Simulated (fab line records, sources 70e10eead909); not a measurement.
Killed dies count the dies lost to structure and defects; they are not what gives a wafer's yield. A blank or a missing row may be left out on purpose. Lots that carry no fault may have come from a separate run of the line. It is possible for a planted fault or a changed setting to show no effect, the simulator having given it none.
The tool behind it: which one? | flow nand-harc | Sampling: 24 lots, 72 wafers, 4 of 1159 route steps

== WHAT THE GAUGES READ, wafer by wafer ==
NHARC_P_GATE_CD_MEAS_46 targets a cd of 720 nm. Usual: cd-nm 719.5 nm, standard deviation 2.2.
lot  | measured     | on        | cd-nm (nm)        | flag
L074 | day 5 09:58  | cd-sem-01 | 721.8 722.2 724.6 |
L075 | day 5 16:37  | cd-sem-03 | 716.9 719.6 714.6 |
L077 | day 5 19:41  | cd-sem-01 | 718.9 716.5 717.1 |
L076 | day 5 23:00  | cd-sem-01 | 718.4 719.1 720.3 |
L078 | day 6 08:43  | cd-sem-02 | 718.3 719.8 719.9 |
L079 | day 6 08:54  | cd-sem-01 | 718.9 720.3 718.7 |
L081 | day 7 01:06  | cd-sem-02 | 720.0 721.4 719.7 |
L080 | day 7 01:16  | cd-sem-02 | 719.0 719.1 719.9 |
L082 | day 7 10:49  | cd-sem-03 | 719.0 720.0 720.1 |
L083 | day 7 09:20  | cd-sem-01 | 719.7 722.3 721.0 |
L084 | day 7 13:59  | cd-sem-02 | 716.8 717.2 716.8 |
L085 | day 7 22:04  | cd-sem-03 | 718.8 715.3 716.9 |
L086 | day 8 13:37  | cd-sem-03 | 718.8 719.3 718.6 |
L087 | day 8 15:00  | cd-sem-03 | 718.6 717.7 720.3 |
L089 | day 9 02:49  | cd-sem-03 | 718.6 720.4 717.1 |
L088 | day 9 02:19  | cd-sem-02 | 722.5 723.8 721.9 |
L091 | day 9 11:37  | cd-sem-03 | 719.2 718.9 716.6 |
L090 | day 9 12:06  | cd-sem-03 | 720.5 720.3 718.0 |
L092 | day 9 18:28  | cd-sem-02 | 721.6 721.3 721.9 |
L093 | day 10 02:12 | cd-sem-02 | 719.5 720.5 723.6 |
L095 | day 10 11:39 | cd-sem-01 | 718.7 718.7 719.2 |
L096 | day 10 12:19 | cd-sem-01 | 723.4 722.1 724.3 |
L094 | day 10 14:54 | cd-sem-02 | 718.0 720.5 718.1 |
L097 | day 11 00:10 | cd-sem-01 | 720.9 719.4 720.9 |

NHARC_P_GATE_INSPECT_68. Usual: raw-defect-count 187, standard deviation 72.
lot  | measured     | on                | raw-defect-count | flag
L074 | day 5 16:41  | defect-inspect-01 | 150 116 200      |
L075 | day 5 23:23  | defect-inspect-02 | 224 212 157      |
L077 | day 6 02:22  | defect-inspect-01 | 133 165 181      |
L076 | day 6 05:33  | defect-inspect-01 | 178 135 161      |
L078 | day 6 15:08  | defect-inspect-02 | 108 146 136      |
L079 | day 6 15:22  | defect-inspect-01 | 275 203 251      |
L081 | day 7 08:25  | defect-inspect-01 | 136 162 259      |
L080 | day 7 09:03  | defect-inspect-01 | 291 128 122      |
L082 | day 7 17:25  | defect-inspect-01 | 250 159 119      |
L083 | day 7 16:00  | defect-inspect-02 | 134 82 123       |
L084 | day 7 20:42  | defect-inspect-02 | 308 157 317      |
L085 | day 8 04:43  | defect-inspect-01 | 283 138 254      |
L086 | day 8 20:12  | defect-inspect-02 | 120 153 155      |
L087 | day 8 21:43  | defect-inspect-01 | 213 165 196      |
L089 | day 9 09:37  | defect-inspect-02 | 156 209 128      |
L088 | day 9 08:56  | defect-inspect-01 | 241 200 211      |
L091 | day 9 18:05  | defect-inspect-02 | 110 162 182      |
L090 | day 9 18:50  | defect-inspect-02 | 142 170 145      |
L092 | day 10 01:06 | defect-inspect-02 | 217 213 149      |
L093 | day 10 09:22 | defect-inspect-02 | 111 119 185      |
L095 | day 10 18:35 | defect-inspect-02 | 123 144 109      |
L096 | day 10 19:23 | defect-inspect-01 | 200 266 261      |
L094 | day 10 21:32 | defect-inspect-02 | 214 135 255      |
L097 | day 11 06:44 | defect-inspect-01 | 115 124 163      |

== TOOL THAT RAN EACH LOT (tool first, then ch and the chambers of the sampled wafers, then the start) ==
lot  | NHARC_P_GATE_DESCUM_31             | NHARC_P_GATE_ETCHBACK_37
L074 | rie-diel-09 ch 0,1, day 4 20:25    | rie-diel-03 ch 1,2,3, day 5 09:58 or earlier
L075 | rie-diel-03 ch 1,2,3, day 5 04:49  | rie-diel-09 ch 1,3, day 5 16:37 or earlier
L077 | rie-diel-01 ch 0,1,3, day 5 08:00  | rie-diel-01 ch 0,3, day 5 19:41 or earlier
L076 | rie-diel-09 ch 1,2,3, day 5 08:14  | rie-diel-01 ch 0,2, day 5 23:00 or earlier
L078 | rie-diel-01 ch 2,3, day 5 20:49    | rie-diel-01 ch 0,1,3, day 6 08:43 or earlier
L079 | rie-diel-09 ch 1,2,3, day 5 20:59  | rie-diel-09 ch 0,2, day 6 08:54 or earlier
L081 | rie-diel-01 ch 1,2,3, day 6 11:45  | rie-diel-03 ch 0,1,2, day 7 01:06 or earlier
L080 | rie-diel-01 ch 0,2,3, day 6 12:07  | rie-diel-03 ch 0,1,2, day 7 01:16 or earlier
L082 | rie-diel-09 ch 0,2,3, day 6 21:05  | rie-diel-09 ch 0,2,3, day 7 10:49 or earlier
L083 | rie-diel-03 ch 0,1, day 6 21:07    | rie-diel-09 ch 1,2, day 7 09:20 or earlier
L084 | rie-diel-09 ch 0,2,3, day 7 00:48  | rie-diel-01 ch 0,1,3, day 7 13:59 or earlier
L085 | rie-diel-09 ch 0,3, day 7 10:11    | rie-diel-09 ch 0,1, day 7 22:04 or earlier
L086 | rie-diel-01 ch 0,1,3, day 8 01:47  | rie-diel-03 ch 0,3, day 8 13:37 or earlier
L087 | rie-diel-01 ch 0,1,3, day 8 02:24  | rie-diel-01 ch 0,1,3, day 8 15:00 or earlier
L089 | rie-diel-03 ch 0,1,3, day 8 13:46  | rie-diel-01 ch 1,2,3, day 9 02:49 or earlier
L088 | rie-diel-09 ch 0,2,3, day 8 14:23  | rie-diel-03 ch 0,3, day 9 02:19 or earlier
L091 | rie-diel-03 ch 2,3, day 8 23:49    | rie-diel-01 ch 2,3, day 9 11:37 or earlier
L090 | rie-diel-03 ch 1,2,3, day 9 00:21  | rie-diel-03 ch 0,1,2, day 9 12:06 or earlier
L092 | rie-diel-01 ch 0,1,3, day 9 05:37  | rie-diel-09 ch 0,2,3, day 9 18:28 or earlier
L093 | rie-diel-03 ch 2,3, day 9 12:15    | rie-diel-01 ch 1,2,3, day 10 02:12 or earlier
L095 | rie-diel-01 ch 0,1,3, day 9 23:43  | rie-diel-09 ch 0,1, day 10 11:39 or earlier
L096 | rie-diel-01 ch 0,1,3, day 10 00:21 | rie-diel-01 ch 2,3, day 10 12:19 or earlier
L094 | rie-diel-01 ch 0,2,3, day 10 00:59 | rie-diel-03 ch 0,1,3, day 10 14:54 or earlier
L097 | rie-diel-01 ch 0,2,3, day 10 12:13 | rie-diel-01 ch 0,2, day 11 00:10 or earlier
- NHARC_P_GATE_DESCUM_31: chemistry O2, time 3 s.
- NHARC_P_GATE_ETCHBACK_37: etches the open film in CHF3/O2, target depth 34.5 nm, time 17.2 s.

== WHAT THE TOOLS THEMSELVES READ (means of the sampled wafers that have a number; where no wafer has one, the mark that the record gives instead) ==
NHARC_P_GATE_DESCUM_31. Usual: drypump-motor-current-A 5.7 A, standard deviation 0.43; oes-product-au 1.001 a.u., standard deviation 0.012; rf-vpp-V 57.7 V, standard deviation 1.1; showerhead-plenum-p-Torr 1.90 Torr, standard deviation 0.096; throttle-valve-pct 11.310 %, standard deviation 0.0087.
lot  | tool        | drypump-motor-current-A (A) | oes-product-au (a.u.) | rf-vpp-V (V) | showerhead-plenum-p-Torr (Torr) | throttle-valve-pct (%) | flag
L074 | rie-diel-09 | 5.9                         | 1.001                 | 57.8         | 1.92                            | 11.311                 |
L075 | rie-diel-03 | 5.0                         | 1.005                 | 58.4         | 1.97                            | 11.310                 |
L077 | rie-diel-01 | 6.0                         | 1.000                 | 57.9         | 1.84                            | 11.319                 |
L076 | rie-diel-09 | 5.4                         | 0.998                 | 57.2         | 1.94                            | 11.316                 |
L078 | rie-diel-01 | 5.8                         | 0.996                 | 58.3         | 1.89                            | 11.311                 |
L079 | rie-diel-09 | 5.4                         | 1.002                 | 57.9         | 1.94                            | 11.311                 |
L081 | rie-diel-01 | 5.9                         | 0.999                 | 57.3         | 1.87                            | 11.310                 |
L080 | rie-diel-01 | 5.8                         | 1.007                 | 58.0         | 1.85                            | 11.313                 |
L082 | rie-diel-09 | 5.9                         | 0.990                 | 58.7         | 2.00                            | 11.305                 |
L083 | rie-diel-03 | 5.4                         | 0.995                 | 58.3         | 1.98                            | 11.308                 |
L084 | rie-diel-09 | 5.9                         | 0.998                 | 58.1         | 2.00                            | 11.308                 |
L085 | rie-diel-09 | 6.1                         | 0.992                 | 58.0         | 2.00                            | 11.316                 |
L086 | rie-diel-01 | 6.0                         | 1.000                 | 57.3         | 1.83                            | 11.304                 |
L087 | rie-diel-01 | 6.0                         | 1.008                 | 58.7         | 1.83                            | 11.307                 |
L089 | rie-diel-03 | 5.3                         | 0.999                 | 57.7         | 1.92                            | 11.309                 |
L088 | rie-diel-09 | 5.9                         | 0.987                 | 58.3         | 2.00                            | 11.310                 |
L091 | rie-diel-03 | 5.2                         | 1.014                 | 57.6         | 1.97                            | 11.314                 |
L090 | rie-diel-03 | 5.0                         | 0.997                 | 58.4         | 1.96                            | 11.301                 |
L092 | rie-diel-01 | 6.0                         | 1.004                 | 58.0         | 1.83                            | 11.303                 |
L093 | rie-diel-03 | 5.3                         | 0.998                 | 57.3         | 1.89                            | 11.312                 |
L095 | rie-diel-01 | 6.0                         | 1.004                 | 57.7         | 1.83                            | 11.312                 |
L096 | rie-diel-01 | 6.0                         | 0.999                 | 57.5         | 1.83                            | 11.309                 |
L094 | rie-diel-01 | 5.8                         | 1.000                 | 57.5         | 1.85                            | 11.305                 |
L097 | rie-diel-01 | 5.8                         | 0.997                 | 55.8         | 1.85                            | 11.310                 |

NHARC_P_GATE_ETCHBACK_37. Usual: drypump-motor-current-A 5.6 A, standard deviation 0.46; oes-product-au 0.96 a.u., standard deviation 0.037; rf-vpp-V 370.4 V, standard deviation 2.4; showerhead-plenum-p-Torr 2.39 Torr, standard deviation 0.11; throttle-valve-pct 20.573 %, standard deviation 0.0092.
lot  | tool        | drypump-motor-current-A (A) | oes-product-au (a.u.) | rf-vpp-V (V) | showerhead-plenum-p-Torr (Torr) | throttle-valve-pct (%) | flag
L074 | rie-diel-03 | 5.1                         | 0.99                  | 371.5        | 2.47                            | 20.569                 |
L075 | rie-diel-09 | 5.2                         | 0.94                  | 369.7        | 2.37                            | 20.572                 |
L077 | rie-diel-01 | 6.0                         | 0.95                  | 368.9        | 2.34                            | 20.573                 |
L076 | rie-diel-01 | 5.7                         | 0.93                  | 368.1        | 2.28                            | 20.566                 |
L078 | rie-diel-01 | 6.0                         | 0.94                  | 368.7        | 2.31                            | 20.568                 |
L079 | rie-diel-09 | 6.1                         | 0.91                  | 372.9        | 2.49                            | 20.582                 |
L081 | rie-diel-03 | 5.2                         | 1.00                  | 373.0        | 2.52                            | 20.566                 |
L080 | rie-diel-03 | 5.2                         | 1.00                  | 373.8        | 2.52                            | 20.577                 |
L082 | rie-diel-09 | 5.9                         | 0.92                  | 372.6        | 2.50                            | 20.574                 |
L083 | rie-diel-09 | 5.2                         | 1.01                  | 369.9        | 2.34                            | 20.581                 |
L084 | rie-diel-01 | 6.0                         | 1.00                  | 368.3        | 2.31                            | 20.567                 |
L085 | rie-diel-09 | 5.9                         | 0.93                  | 370.5        | 2.41                            | 20.575                 |
L086 | rie-diel-03 | 5.5                         | 1.00                  | 369.2        | 2.33                            | 20.578                 |
L087 | rie-diel-01 | 6.0                         | 0.93                  | 368.9        | 2.30                            | 20.580                 |
L089 | rie-diel-01 | 6.0                         | 0.95                  | 370.8        | 2.34                            | 20.577                 |
L088 | rie-diel-03 | 5.6                         | 0.99                  | 370.1        | 2.40                            | 20.566                 |
L091 | rie-diel-01 | 6.0                         | 0.92                  | 370.1        | 2.37                            | 20.572                 |
L090 | rie-diel-03 | 5.2                         | 0.93                  | 373.1        | 2.51                            | 20.577                 |
L092 | rie-diel-09 | 5.9                         | 0.91                  | 372.5        | 2.50                            | 20.575                 |
L093 | rie-diel-01 | 5.9                         | 0.93                  | 369.4        | 2.34                            | 20.578                 |
L095 | rie-diel-09 | 5.5                         | 1.00                  | 368.8        | 2.33                            | 20.584                 |
L096 | rie-diel-01 | 6.0                         | 0.93                  | 370.4        | 2.37                            | 20.580                 |
L094 | rie-diel-03 | 5.3                         | 1.00                  | 371.6        | 2.41                            | 20.572                 |
L097 | rie-diel-01 | 5.6                         | 0.93                  | 369.4        | 2.32                            | 20.569                 |

== THE ANSWER, worked out from the rows above alone ==
Rule: take the mean of a lot's wafers that have a number; if it is more than 3 standard deviations from the usual mean, the lot is off. A lot without any number at a reading at which 4 lots or more have one is off too. Where the step has rows for the other lots, those lots are counted as sound. After the gauges, taken in route order, come the tools' own readings; for these a lot's mean is taken, as printed above. At the first step where some lot is off, the reading lying furthest off is the one used; lots without a number count as furthest.
No lot is off at any reading shown: from this, nothing can be told.

== WHAT HAD BEEN PUT IN BY THE SIMULATOR ==
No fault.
